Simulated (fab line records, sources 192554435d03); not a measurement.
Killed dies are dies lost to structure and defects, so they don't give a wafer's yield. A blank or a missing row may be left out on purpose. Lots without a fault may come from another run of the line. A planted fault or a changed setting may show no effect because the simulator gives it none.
Problem report in the 8D (eight disciplines) form, filled by code | flow n5_finfet | the parts of the form that need people (team, actions taken, sign-off) are left out

1. THE PROBLEM
spin_speed_rpm at N5_BEOL_M11_COAT_63 reads a mean of 1449.0 rpm on 6 wafers of 2 lots; wafers without a fault read 1499.8 rpm with a standard deviation of 1.1. That is -46 standard deviations from the usual mean.
The step: time 60 s, resist thk 100 nm.
First seen on wafer L347.2, day 15 06:55, on litho_track-01. The record holds 33 wafers of 11 lots with a number at this step. Rule for "out", or "out of limits": more than 4 standard deviations from the usual mean. The other wafers with a number count as sound.

2. WHAT IT IS AND WHAT IT IS NOT
question                    | is                     | is not
which readings at this step | spin_speed_rpm         | heater_power_total_W, resist_line_temp_C
which lots                  | L347, L348             | L328, L331, L334, L335, L336, L337, L339, L349, L350
which wafers of those lots  | all that have a number | -
read on which tools         | litho_track-01         | litho_track-02, litho_track-04
when                        | from day 15 06:55      | up to then (21 sound wafers); but 6 sound wafers of L349, L350 came after

3. SUSPECTS, AND WHAT RULES EACH OUT
Counting: a tool at a process step up to the reading stays a suspect if it ran every lot that is out and no sound lot after the first of them.
- rtp_anneal-01 at N5_BEOL_M10_ANNEAL_51 (time 90 s): ruled out as a lasting fault. Sound lots L349 ran on it after its first lot that is out, L347 (day 15 00:34).
- litho_track-01 at N5_BEOL_M11_COAT_63 (time 60 s, resist thk 100 nm): kept. It ran every lot that is out, first L347 (day 15 06:55), and no sound lot after that; its last sound lot up to then is L336 (day 12 18:17). Its own readings are out on those wafers: spin_speed_rpm.
Left after counting: litho_track-01 at N5_BEOL_M11_COAT_63.

4. THE CAUSE (what the simulator had put in)
Process parameter drift: litho_track-01, from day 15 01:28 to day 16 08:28, at N5_BEOL_M11_COAT_63. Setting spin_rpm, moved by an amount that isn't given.
Counting left only this tool.

5. THE CHAIN OF EFFECTS, in route order
Each row: a reading whose mean over the struck wafers that have a number lies more than 3 standard deviations from the usual. Only readings for which the record gives a usual standard deviation are gone through. hours: the time from each lot's start at the first step in this table that gives one to its start at this step, as a median over the lots. sigmas: the change in usual standard deviations.
hours | step                | reading        | usual      | on struck wafers | change | sigmas
0     | N5_BEOL_M11_COAT_63 | spin_speed_rpm | 1499.8 rpm | 1449.0           | -50.8  | -46
The process steps in it:
- N5_BEOL_M11_COAT_63: time 60 s, resist thk 100 nm.

6. WHAT WOULD HAVE CAUGHT IT SOONER
In this record the first reading out of limits was taken at day 15 06:55, 5 hours after the fault began at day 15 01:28.
